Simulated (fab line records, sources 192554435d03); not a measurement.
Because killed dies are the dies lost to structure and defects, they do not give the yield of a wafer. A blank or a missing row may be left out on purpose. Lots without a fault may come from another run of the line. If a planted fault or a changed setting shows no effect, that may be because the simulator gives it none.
Matching of chambers :: flow n5-finfet :: N5_PASSIVATION_PECVD_00 on pecvd-01 has 3 sister chambers
The step deposits SiO2 from SiH4/N2O, target thk 200 nm, time 11.2 s. 3 wafers are shown with their chamber, then 7 later ones without.

WAFERS, EACH WITH ITS CHAMBER
wafer: L093.5
chamber: 2
throttle-valve-pct (%): 49.1

wafer: L094.1
chamber: 0
throttle-valve-pct (%): 55.3

wafer: L094.5
chamber: 1
throttle-valve-pct (%): 47.0

WAFERS WITH NO CHAMBER GIVEN
wafer: L094.6
throttle-valve-pct (%): 49.8

wafer: L092.2
throttle-valve-pct (%): 46.9

wafer: L092.3
throttle-valve-pct (%): 49.5

wafer: L092.6
throttle-valve-pct (%): 47.2

wafer: L097.2
throttle-valve-pct (%): 47.4

wafer: L097.3
throttle-valve-pct (%): 55.0

wafer: L097.5
throttle-valve-pct (%): 47.1

CHAMBER TAKEN BY EACH
wafer: L094.6
from the rows above: 2
in truth: 2

wafer: L092.2
from the rows above: 1
in truth: 1

wafer: L092.3
from the rows above: 2
in truth: 2

wafer: L092.6
from the rows above: 1
in truth: 1

wafer: L097.2
from the rows above: 1
in truth: 1

wafer: L097.3
from the rows above: 0
in truth: 0

wafer: L097.5
from the rows above: 1
in truth: 1
Correct placement for 7 of the 7. From these rows, 0 cannot be placed. Wrongly placed: 0.
How it was worked out, from the rows above alone: a wafer's distance from a chamber is the root of the sum, over the readings, of the square of ((its reading less the chamber's mean) divided by the reading's scatter). The wafer belongs to the nearest chamber; if the next one is less than 2 further off, it can't be placed. Each chamber's mean is taken over the wafers shown for it. The scatter: with one shown wafer a chamber, the root of the mean of the squares of how far each hidden wafer lies from its nearest shown one.
